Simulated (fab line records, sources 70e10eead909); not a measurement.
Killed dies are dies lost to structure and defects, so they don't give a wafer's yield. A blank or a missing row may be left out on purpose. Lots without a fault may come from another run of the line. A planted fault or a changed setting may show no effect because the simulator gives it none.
fab line records | flow nand_harc
record lots=6 wafers=18 last_day=32
route steps=1302 shown A_SGD_CUT@893 END@1302
lots that met no fault: from a run of the same line without faults
start_h: hours from the record's first day to the start of the lot's first wafer shown | wait_h: hours since the lot's step before | " the same as in the row above | L1.1+2: a row that stands for several wafers | - no value, or no start given | * or withheld: withheld | < > ~ a bound
route shown NAME@n: a module of which the file shows steps, and the number in the route of the first | usual: mean/standard deviation of fault-free wafers | same: alike in all rows | chamber/n: place in a boat | sites: the reading at each site | _std_site: their standard deviation | _edge_site: outer sites' mean less inner sites' | radius_mm: how far each site lies from the wafer's centre | mask NAME#n: copy n | behind: the tool/chamber that last shaped the wafer | hold: why the lot was held/for how many hours/how that ended | device: the transistor (n, p or np) that didn't switch | end of line: the same wafers' tests at the end of the route | a step without rows: its recipe alone | killed: dies lost to structure and defects at the first sort, not the wafer's yield | map: a wafer's dies, x killed, . not, _ none there
set.NAME: the setting as run; set.NAME@STEP: as run at that earlier step | model.NAME: the simulator's own value behind a step, which no gauge read
lots at some steps of the route; a table a step, a row a wafer
services: from which hour (start_h, from the record's first day; less than 0 if before it) a tool's chamber was out of use, for how many hours, and why
## steps
# step NHARC_A_SGD_CUT_COAT_56
# recipe temp_c=260 time_s=75
# step NHARC_A_SGD_CUT_COAT_57
# recipe temp_c=225 time_s=65
# step NHARC_A_SGD_CUT_COAT_03
# recipe spin_rpm=1500 resist_thk_nm=90
# step NHARC_A_SGD_CUT_SOFTBAKE_04
# recipe temp_c=105 time_s=55
# step NHARC_A_SGD_CUT_EBR_05
# step NHARC_A_SGD_CUT_EXPOSE_06
# recipe na=1.35 dose_mj=85.59 mask_id=SGD
# step NHARC_A_SGD_CUT_PEB_07
# recipe peb_temp_c=100 peb_time_s=65
# step NHARC_A_SGD_CUT_DEVELOP_08
# recipe develop_time_s=35 dev_temp_c=23
# step NHARC_A_SGD_CUT_CD_MEAS_09
# recipe target_cd_nm=100 landing_energy_ev=500
# usual cd_nm=100.1/0.72
# columns lot.wafer tool chamber start_h wait_h cd_nm
L855.1 cd_sem-03 0 472.36 - 99.5
L855.3 " 0 " " 100.7
L855.4 " 0 " " 99.6
L856.4 cd_sem-02 0 472.52 - 99.8
L856.5 " 0 " " 99.2
L856.6 " 0 " " 99.7
L866.4 cd_sem-03 0 572.08 - 100.0
L866.5 " 0 " " 100.0
L866.6 " 0 " " 99.7
L865.1 cd_sem-02 0 583.55 - 99.9
L865.2 " 0 " " 101.7
L865.4 " 0 " " 100.5
L871.1 cd_sem-01 0 635.97 - 99.3
L871.2 " 0 " " 99.5
L871.6 " 0 " " 100.1
L873.4 cd_sem-02 0 645.22 - 99.6
L873.5 " 0 " " 99.1
L873.6 " 0 " " 100.5
# step NHARC_A_SGD_CUT_OVL_MEAS_10
# usual overlay_x_nm=-0.1/0.77 overlay_y_nm=0.0/0.6
# columns lot.wafer tool chamber start_h wait_h overlay_x_nm overlay_y_nm
L855.1 overlay-02 - 472.45 - 1.1 -0.2
L855.3 " - " " 1.1 0.0
L855.4 " - " " 0.8 -0.7
L856.4 overlay-01 - 472.61 - -0.6 0.1
L856.5 " - " " -0.6 -0.5
L856.6 " - " " -0.9 -0.1
L866.4 overlay-02 - 572.17 - -0.2 0.4
L866.5 " - " " 0.5 0.2
L866.6 " - " " -0.9 -0.6
L865.1 overlay-01 - 583.64 - 0.4 -0.2
L865.2 " - " " 0.3 0.2
L865.4 " - " " 0.1 0.1
L871.1 overlay-02 - 636.06 - 0.7 0.0
L871.2 " - " " 0.6 0.3
L871.6 " - " " -0.2 -0.1
L873.4 overlay-01 - 645.30 - -0.8 -1.2
L873.5 " - " " -1.0 -0.2
L873.6 " - " " -0.8 -0.4
# step NHARC_A_SGD_CUT_INSPECT_11
# usual raw_defect_count=50/27
# columns lot.wafer tool chamber start_h wait_h raw_defect_count
L855.1 defect_inspect-01 - 472.49 0.0 64
L855.3 " - " " 61
L855.4 " - " " 68
L856.4 defect_inspect-02 - 472.64 0.0 47
L856.5 " - " " 70
L856.6 " - " " 75
L866.4 defect_inspect-01 - 572.20 0.0 70
L866.5 " - " " 61
L866.6 " - " " 56
L865.1 defect_inspect-01 - 583.67 0.0 54
L865.2 " - " " 50
L865.4 " - " " 59
L871.1 defect_inspect-01 - 636.09 0.0 53
L871.2 " - " " 57
L871.6 " - " " 55
L873.4 defect_inspect-01 - 645.34 0.0 5
L873.5 " - " " 10
L873.6 " - " " 3
# step NHARC_A_SGD_CUT_DESCUM_14
# recipe time_s=3 o2_flow_sccm=200 ar_flow_sccm=0 bias_power_w=0 chemistry=O2
# usual drypump_motor_current_A=5.8/0.51 oes_product_au=0.999/0.016 rf_vpp_V=57.8/0.84 showerhead_plenum_p_Torr=1.90/0.086 throttle_valve_pct=11.311/0.0086
# columns lot.wafer tool chamber start_h wait_h drypump_motor_current_A oes_product_au rf_hours_counter_h rf_vpp_V showerhead_plenum_p_Torr throttle_valve_pct
L855.4 rie_diel-11 0 472.56 0.1 6.7 1.003 4 57.5 1.79 11.314
L855.1 " 1 " " 6.0 0.989 2 59.2 2.03 11.304
L855.3 " 2 " " 5.4 0.996 3 57.9 1.98 11.314
L856.4 rie_diel-09 0 472.73 0.1 6.2 0.996 7 57.1 1.87 11.313
L856.5 " 1 " " 5.8 0.983 - 59.6 1.99 11.325
L856.6 " 2 " " 6.1 1.005 - 57.9 1.97 11.309
L866.4 rie_diel-09 0 572.27 0.1 6.2 0.986 3 58.5 1.87 11.321
L866.6 " 3 " " 6.1 1.020 - 58.1 1.99 11.309
L866.5 " 0 " " 6.2 0.973 - 58.6 1.87 11.304
L865.1 rie_diel-09 0 583.73 0.1 6.2 0.978 4 56.4 1.87 11.320
L865.2 " 1 " " 5.8 0.994 4 58.9 1.99 11.319
L865.4 " 2 " " 6.1 1.002 4 57.7 1.97 11.302
L871.1 rie_diel-11 1 636.16 0.1 6.0 1.002 2 56.2 2.02 11.317
L871.2 " 3 " " 6.4 1.014 1 58.0 1.94 11.309
L871.6 " 1 " " 6.1 1.008 - 56.4 2.02 11.311
L873.4 rie_diel-07 3 645.43 0.1 5.0 0.978 - 56.5 1.81 11.316
L873.5 " 0 " " 5.7 1.018 - 56.9 1.86 11.306
L873.6 " 2 " " 5.1 0.981 - 58.0 1.77 11.308
# step NHARC_A_SGD_CUT_ETCH_58
# recipe target_depth_a=390 over_etch_frac=0.3 time_s=65 ion_energy_ev=80 cf4_flow_sccm=150 ar_flow_sccm=0 rf_w=300 bias_w=100 chemistry=CF4
# usual cf4_flow_sccm=149.9/0.43 drypump_motor_current_A=5.8/0.5 oes_product_au=1.001/0.016 rf_fwd_power_W=297.2/0.99 rf_vpp_V=151.0/1.2 run_length_s=86.1/0.45 showerhead_plenum_p_Torr=1.76/0.073 throttle_valve_pct=13.283/0.0095
# columns lot.wafer tool chamber start_h wait_h cf4_flow_sccm drypump_motor_current_A oes_product_au rf_fwd_power_W rf_hours_counter_h rf_vpp_V run_length_s showerhead_plenum_p_Torr throttle_valve_pct
L855.1 rie_diel-11 3 472.64 0.1 150.0 6.4 0.995 297.6 4 151.4 86.7 1.79 13.283
L855.3 " 0 " " 150.4 6.7 1.010 297.4 4 150.8 86.0 1.66 13.286
L855.4 " 1 " " 149.8 6.0 0.991 296.5 2 152.0 85.6 1.87 13.276
L856.4 rie_diel-09 0 472.79 0.1 150.8 6.2 1.015 296.4 7 150.8 85.9 1.73 13.289
L856.5 " 3 " " 149.5 6.1 1.012 297.6 - 152.7 86.0 1.83 13.279
L856.6 " 0 " " 149.8 6.1 1.002 297.0 - 150.9 85.7 1.73 13.289
L866.4 rie_diel-09 1 572.35 0.1 149.2 5.8 0.993 297.3 3 151.8 124.0 1.83 13.301
L866.6 " 1 " " 149.8 5.8 0.984 297.9 - 151.0 124.3 1.83 13.296
L866.5 " 2 " " 150.0 6.1 0.997 296.6 - 152.3 86.2 1.82 13.279
L865.4 rie_diel-09 3 583.83 0.1 149.5 6.1 1.011 295.7 4 152.0 123.9 1.83 13.293
L865.2 " 0 " " 149.1 6.1 0.970 297.5 4 151.3 86.1 1.73 13.278
L865.1 " 1 " " 149.7 5.8 0.995 297.8 4 153.0 124.3 1.83 13.287
L871.1 rie_diel-11 2 636.24 0.1 149.4 5.4 0.998 299.2 2 151.6 86.6 1.82 13.294
L871.2 " 1 " " 150.1 6.0 1.000 297.4 2 152.4 85.7 1.86 13.285
L871.6 " 2 " " 149.0 5.4 0.988 298.3 - 150.9 86.6 1.82 13.274
L873.5 rie_diel-07 2 645.52 0.1 149.1 5.1 0.982 297.5 - 149.0 86.6 1.65 13.286
L873.4 " 3 " " 149.6 5.0 0.996 296.0 - 150.2 86.8 1.68 13.288
L873.6 " 0 " " 149.5 5.7 1.010 295.2 - 148.8 86.4 1.72 13.278
# step NHARC_A_SGD_CUT_ETCH_59
# recipe target_depth_a=2600 over_etch_frac=0.25 time_s=406.25 ion_energy_ev=200 n2_flow_sccm=150 h2_flow_sccm=150 ar_flow_sccm=0 rf_w=400 bias_w=150 chemistry=N2/H2
# usual drypump_motor_current_A=5.8/0.49 oes_product_au=0.999/0.017 rf_fwd_power_W=399.2/1.2 rf_vpp_V=430.3/2.7 run_length_s=427.4/0.47 showerhead_plenum_p_Torr=2.03/0.095 throttle_valve_pct=14.172/0.0098
# columns lot.wafer tool chamber start_h wait_h drypump_motor_current_A oes_product_au rf_fwd_power_W rf_hours_counter_h rf_vpp_V run_length_s showerhead_plenum_p_Torr throttle_valve_pct
L855.1 rie_diel-11 1 - - 6.0 0.988 398.2 2 434.3 426.7 2.17 14.184
L855.4 " 2 " " 5.4 1.009 396.0 3 433.3 427.9 2.11 14.164
L855.3 " 3 " " 6.4 0.988 399.5 4 431.9 428.2 2.07 14.186
L856.4 rie_diel-09 3 - - 6.1 1.007 397.6 5 432.8 426.8 2.12 14.168
L856.6 " 2 " " 6.1 0.987 399.4 - 434.1 427.5 2.10 14.179
L856.5 " 3 " " 6.1 1.014 399.5 - 431.9 427.0 2.12 14.160
L866.4 rie_diel-09 0 - - 6.2 0.972 399.6 3 427.7 426.9 1.99 14.170
L866.6 " 0 " " 6.2 0.963 399.5 - 430.0 427.1 1.99 14.176
L866.5 " 1 " " 5.8 0.992 398.1 - 431.3 426.9 2.12 14.166
L865.2 rie_diel-09 0 - - 6.2 0.972 399.1 4 430.0 426.8 1.99 14.164
L865.4 " 2 " " 6.1 1.000 399.9 5 432.1 427.5 2.10 14.168
L865.1 " 3 " " 6.0 1.013 398.8 4 433.0 426.9 2.12 14.167
L871.2 rie_diel-11 2 - - 5.4 0.981 400.3 2 432.4 428.1 2.11 14.189
L871.1 " 3 " " 6.4 1.012 398.1 1 431.6 427.6 2.07 14.168
L871.6 " 2 " " 5.4 0.995 399.8 - 432.2 427.7 2.11 14.183
L873.6 rie_diel-07 0 - - 5.7 1.003 399.6 - 427.1 427.1 1.98 14.163
L873.4 " 2 " " 5.1 0.979 399.4 - 425.9 427.7 1.88 14.170
L873.5 " 3 " " 5.1 0.991 398.0 - 427.0 428.3 1.93 14.175
# step NHARC_END_SORT_01
# recipe temp_c=25
# usual killed_at_array=56/20 killed_at_other=0.9/1.1 killed_at_periphery=3.7/3 killed_dies=61/21 killed_open=2.9/1.6 killed_short=2.6/1.4
# same gross_dies=677
# columns lot.wafer tool chamber start_h wait_h killed_at_array killed_at_other killed_at_periphery killed_dies killed_open killed_short
L855.1 prober-02 0 596.27 2.5 41 3 2 46 1 3
L855.3 prober-02 0 597.85 3.1 38 1 3 42 1 2
L855.4 prober-02 0 598.64 3.4 54 4 4 62 2 6
L856.4 prober-01 0 598.68 3.4 55 0 2 57 6 2
L856.5 prober-01 0 599.49 3.7 81 0 1 82 1 5
L856.6 prober-01 0 600.31 4.1 65 0 3 68 3 4
L871.1 prober-01 0 761.78 2.6 77 0 2 79 2 5
L871.2 prober-01 0 762.58 2.8 55 0 2 57 3 4
L871.6 prober-01 0 765.77 4.0 71 0 3 74 0 1
L873.4 prober-02 0 775.29 3.4 53 3 1 57 5 3
L873.5 prober-02 0 776.10 3.7 59 2 1 62 2 5
L873.6 prober-02 0 776.91 4.0 58 3 1 62 4 3
# killed by level:class
L855.1 A_CHANNEL_HOLE_D1:chamber_film_flake=22 A_CHANNEL_HOLE_D2:chamber_film_flake=6 A_CONTACT:chamber_film_flake=5 THIN_TSV:chamber_film_flake=3 A_ONON_D1:geometric_particle:short=2 P_ZERO_WELL:chamber_film_flake=2 A_CHANNEL_FILL_D2:chamber_film_flake=2 A_ONON_D1:geometric_particle:open=1
L855.3 A_CHANNEL_HOLE_D1:chamber_film_flake=18 A_CHANNEL_HOLE_D2:chamber_film_flake=8 A_CONTACT:chamber_film_flake=4 A_M1:chamber_film_flake=4 P_GATE:geometric_particle:short=1 A_DECK1_JOINT:geometric_particle:short=1 A_M0:geometric_particle:open=1 P_ZERO_WELL:chamber_film_flake=1
L855.4 A_CHANNEL_HOLE_D1:chamber_film_flake=31 A_CHANNEL_HOLE_D2:chamber_film_flake=9 THIN_TSV:chamber_film_flake=4 P_M2:chamber_film_flake=2 A_WL_FILL:chamber_film_flake=2 A_CONTACT:chamber_film_flake=2 P_GATE:geometric_particle:short=1 A_ONON_D1:geometric_particle:open=1
L856.4 A_SLIT:chamber_film_flake=26 A_CHANNEL_HOLE_D2:chamber_film_flake=16 A_CONTACT:chamber_film_flake=3 A_DECK1_JOINT:geometric_particle:open=2 A_WL_FILL:chamber_film_flake=2 P_STI:geometric_particle:open=1 A_CHANNEL_FILL_D1:geometric_particle:open=1 A_CHANNEL_HOLE_D2:geometric_particle:short=1
L856.5 A_CHANNEL_HOLE_D2:chamber_film_flake=40 A_SLIT:chamber_film_flake=27 A_CONTACT:chamber_film_flake=3 A_ONON_D2:geometric_particle:short=2 A_ZERO_WELL:chamber_film_flake=2 A_WL_FILL:chamber_film_flake=2 P_CONTACT:geometric_particle:open=1 A_CHANNEL_HOLE_D1:geometric_particle:short=1
L856.6 A_SLIT:chamber_film_flake=28 A_CHANNEL_HOLE_D2:chamber_film_flake=26 A_CONTACT:chamber_film_flake=5 P_STI:geometric_particle:short=1 P_CONTACT:geometric_particle:open=1 A_CHANNEL_FILL_D1:geometric_particle:short=1 A_CHANNEL_FILL_D1:geometric_particle:open=1 A_DECK1_JOINT:geometric_particle:short=1
L871.1 A_CHANNEL_HOLE_D2:chamber_film_flake=31 A_SLIT:chamber_film_flake=26 A_CHANNEL_HOLE_D1:chamber_film_flake=6 A_CONTACT:chamber_film_flake=4 A_STAIRCASE:chamber_film_flake=3 P_GATE:geometric_particle:short=1 A_SOURCE_PLATE:geometric_particle:short=1 A_ONON_D1:geometric_particle:short=1
L871.2 A_SLIT:chamber_film_flake=22 A_CHANNEL_HOLE_D2:chamber_film_flake=18 A_CHANNEL_HOLE_D1:chamber_film_flake=6 A_CHANNEL_FILL_D1:geometric_particle:short=2 A_STAIRCASE:chamber_film_flake=2 P_CONTACT:geometric_particle:open=1 A_ONON_D2:geometric_particle:open=1 A_ONON_D2:geometric_particle:short=1
L871.6 A_SLIT:chamber_film_flake=32 A_CHANNEL_HOLE_D2:chamber_film_flake=24 A_CHANNEL_HOLE_D1:chamber_film_flake=7 A_CONTACT:chamber_film_flake=3 P_BONDPAD:chamber_film_flake=2 A_CHANNEL_FILL_D2:chamber_film_flake=2 A_STAIRCASE:chamber_film_flake=2 A_DECK1_JOINT:geometric_particle:short=1
L873.4 A_SLIT:chamber_film_flake=37 A_CONTACT:chamber_film_flake=3 A_M1:geometric_particle:open=2 A_CHANNEL_HOLE_D1:unspecified=2 A_M1:chamber_film_flake=2 THIN_TSV:chamber_film_flake=2 P_ZERO_WELL:geometric_particle:open=1 A_SOURCE_PLATE:geometric_particle:short=1
L873.5 A_SLIT:chamber_film_flake=29 A_CONTACT:chamber_film_flake=10 A_CHANNEL_HOLE_D1:unspecified=4 A_STAIRCASE:chamber_film_flake=4 A_M1:chamber_film_flake=3 A_M0:geometric_particle:short=2 A_WL_FILL:chamber_film_flake=2 THIN_TSV:chamber_film_flake=2
L873.6 A_SLIT:chamber_film_flake=37 A_CONTACT:chamber_film_flake=11 THIN_TSV:chamber_film_flake=3 A_ONON_D1:geometric_particle:open=2 A_M1:chamber_film_flake=2 P_CONTACT:geometric_particle:open=1 A_SOURCE_PLATE:geometric_particle:short=1 A_SOURCE_PLATE:geometric_particle:open=1
## services
# columns tool chamber start_h hours kind
rie_diel-09 0 451.65 - clean
rie_diel-09 1 451.65 - clean
rie_diel-09 2 451.65 - clean
rie_diel-09 3 451.65 - clean
rie_diel-09 0 460.73 4.1 repair
rie_diel-07 0 469.62 11.8 repair
rie_diel-07 - 471.20 9.0 pm
rie_diel-09 0 476.15 - clean
rie_diel-09 1 476.15 - clean
rie_diel-09 2 476.15 - clean
rie_diel-09 3 476.15 - clean
rie_diel-11 0 492.37 12.4 repair
rie_diel-09 - 497.15 9.0 pm
rie_diel-09 0 497.15 9.0 vent_cycle
rie_diel-09 1 497.15 9.0 vent_cycle
rie_diel-09 2 497.15 9.0 vent_cycle
rie_diel-09 3 497.15 9.0 vent_cycle
rie_diel-07 - 499.80 0.5 repair
rie_diel-07 1 506.31 12.7 repair
rie_diel-09 3 556.58 8.5 repair
rie_diel-07 3 599.92 3.0 repair
rie_diel-11 - 609.50 9.0 pm
rie_diel-11 3 631.23 4.5 repair
rie_diel-07 1 640.68 5.6 repair
## key
first_sign step=NHARC_A_SGD_CUT_ETCH_58 reading=run_length_s direction=up sigmas=84 usual=* struck=*
effect none on later readings
met_at NHARC_A_SGD_CUT_ETCH_58
struck_wafers L865.1,L865.4,L866.4,L866.6
tester_left_out L865,L866
onset_between 472.79 572.35
fault kind=process_parameter_drift tool=rie_diel-09 chamber=- onset_h=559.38 steps=NHARC_A_SGD_CUT_ETCH_58 channel=time_s offset=* shape=step end_h=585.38 scope=struck_wafers_only acts_in=* stated=*
# tester_left_out: of these lots the tester's yield and bins aren't shown, on N5 and GAA mostly nor the transistor test; their killed dies are dies lost to structure and defects alone, not to doping, threshold or leakage, so they don't give the yield
